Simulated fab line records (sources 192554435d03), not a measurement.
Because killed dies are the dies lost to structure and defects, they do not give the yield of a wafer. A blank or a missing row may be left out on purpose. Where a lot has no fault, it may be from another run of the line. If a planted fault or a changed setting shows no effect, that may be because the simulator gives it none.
Lot-split experiment | flow n5Finfet | 21 wafers read across 7 lots, on a route 1938 steps long

## THE SPLIT ITSELF
At N5_BEOL_M1_COAT_22 (resist thk 30 nm), the setting spinRpm was moved away from the recipe's 1500 rpm on 8 of the 21 wafers read, by -11.2% to +6.1%. The other wafers ran this setting at the recipe's value.

## FROM THE SPLIT TO THE READING: what the file shows between them, 2 steps
- N5_BEOL_M1_EBR_24
- N5_BEOL_M1_SOFTBAKE_23: time 60 s

## THE READING
CAR-EUV_of_BEOL_M1_COAT_22.thkNm (the simulator's own value, which no gauge read), in nm, at N5_BEOL_M1_DESCUM_33 (chemistry O2, time 7 s). The file does not state a usual value for it. Average 26.1 nm, standard deviation 0.1 nm, over the 13 wafers here run with the recipe.

wafer  | tool, chamber at the split | spinRpm as run, rpm | against the recipe | CAR-EUV_of_BEOL_M1_COAT_22.thkNm, nm | against lot-mates on the recipe
L075.4 | lithoTrack-05, 0           | 1500                | recipe             | 26                                   | -
L075.5 | lithoTrack-05, 0           | 1500                | recipe             | 26                                   | -
L075.6 | lithoTrack-05, 0           | 1500                | recipe             | 26                                   | -
L080.2 | lithoTrack-03, 0           | 1500                | recipe             | 26.2                                 | -
L080.4 | lithoTrack-03, 0           | 1500                | recipe             | 26.2                                 | -
L080.6 | lithoTrack-03, 0           | 1500                | recipe             | 26.2                                 | -
L087.1 | lithoTrack-04, 0           | 1500                | recipe             | 26                                   | -
L087.5 | lithoTrack-04, 0           | 1500                | recipe             | 26                                   | -
L087.2 | lithoTrack-04, 0           | 1592                | +6.1%              | 25.2                                 | -0.8
L091.1 | lithoTrack-05, 0           | 1500                | recipe             | 26.2                                 | -
L091.3 | lithoTrack-05, 0           | 1332                | -11.2%             | 28                                   | +1.8
L091.5 | lithoTrack-05, 0           | 1332                | -11.2%             | 28                                   | +1.8
L092.2 | lithoTrack-04, 0           | 1572                | +4.8%              | 25.4                                 | no lot-mate on the recipe
L092.3 | lithoTrack-04, 0           | 1572                | +4.8%              | 25.4                                 | no lot-mate on the recipe
L092.4 | lithoTrack-04, 0           | 1572                | +4.8%              | 25.4                                 | no lot-mate on the recipe
L095.1 | lithoTrack-03, 0           | 1500                | recipe             | 26.2                                 | -
L095.4 | lithoTrack-03, 0           | 1500                | recipe             | 26.2                                 | -
L095.6 | lithoTrack-03, 0           | 1500                | recipe             | 26.2                                 | -
L096.1 | lithoTrack-04, 0           | 1384                | -7.7%              | 27.2                                 | +1.2
L096.5 | lithoTrack-04, 0           | 1384                | -7.7%              | 27.2                                 | +1.2
L096.2 | lithoTrack-04, 0           | 1500                | recipe             | 26                                   | -

THE FIT
A straight line over all 21 wafers: CAR-EUV_of_BEOL_M1_COAT_22.thkNm changes by -0.157 nm for each +1% of spinRpm; r = -0.99; the points scatter about the line by 0.1 nm.
The same after taking each lot's own level away (the mean of its wafers on the recipe; 18 wafers): -0.155 nm for each +1%; r = -1.00; scatter 0.041 nm.
On that fit, the largest move of spinRpm shifts the reading by 1.7 nm.
Across the lots, their own levels run from 26.00 to 26.20 nm, a range of 2.0 times the standard deviation given above.
So the lot-to-lot level changes the slope little: the two slopes agree.
Check: +1.73 nm against its lot-mates is what the line predicts for one of the wafers moved furthest among these (-11.2%) when that wafer is left out of the fit. It came out at +1.8 nm against them.

## THESE WAFERS: OTHER SPLITS
Other splits were also applied to these wafers ahead of the reading. Each is held against what the fit with the lots' levels taken away leaves over:
other split on the same wafers       | wafers away from the commonest value | r with CAR-EUV_of_BEOL_M1_COAT_22.thkNm (lot level and that fit taken away)
N5_SDB_CUT_ETCH_26 biasW             | as run: not given for these wafers   | -
N5_MOL_CONTACT_COAG_ETCH_106 sourceW | 6                                    | -0.09
N5_MOL_CONTACT_COAG_ETCH_110 biasW   | 6                                    | +0.08
N5_MOL_CONTACT_COAG_ALD_27 aldCycles | 9                                    | +0.08
N5_BEOL_M0_CUTY_EXPOSE_54 doseMj     | 8                                    | +0.23
N5_BEOL_M0_ETCH_138 sourceW          | 9                                    | +0.01

## THE WHOLE CHAIN: every reading that the file lists as answering this split, in the file's order
step                 | what it does           | reading                                                                           | change (the file's fit)               | r (the file's)
N5_BEOL_M1_COAT_22   | resist thk 30 nm       | CAR-EUV_of_BEOL_M1_COAT_22.thkNm (the simulator's own value, which no gauge read) | -0.161 nm for each +1% of the setting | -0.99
N5_BEOL_M1_DESCUM_33 | chemistry O2, time 7 s | CAR-EUV_of_BEOL_M1_COAT_22.thkNm (the simulator's own value, which no gauge read) | -0.154 nm for each +1% of the setting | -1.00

## FILE'S OWN FIT
CAR-EUV_of_BEOL_M1_COAT_22.thkNm changes by -0.154 nm for each +1% of spinRpm, r = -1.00.
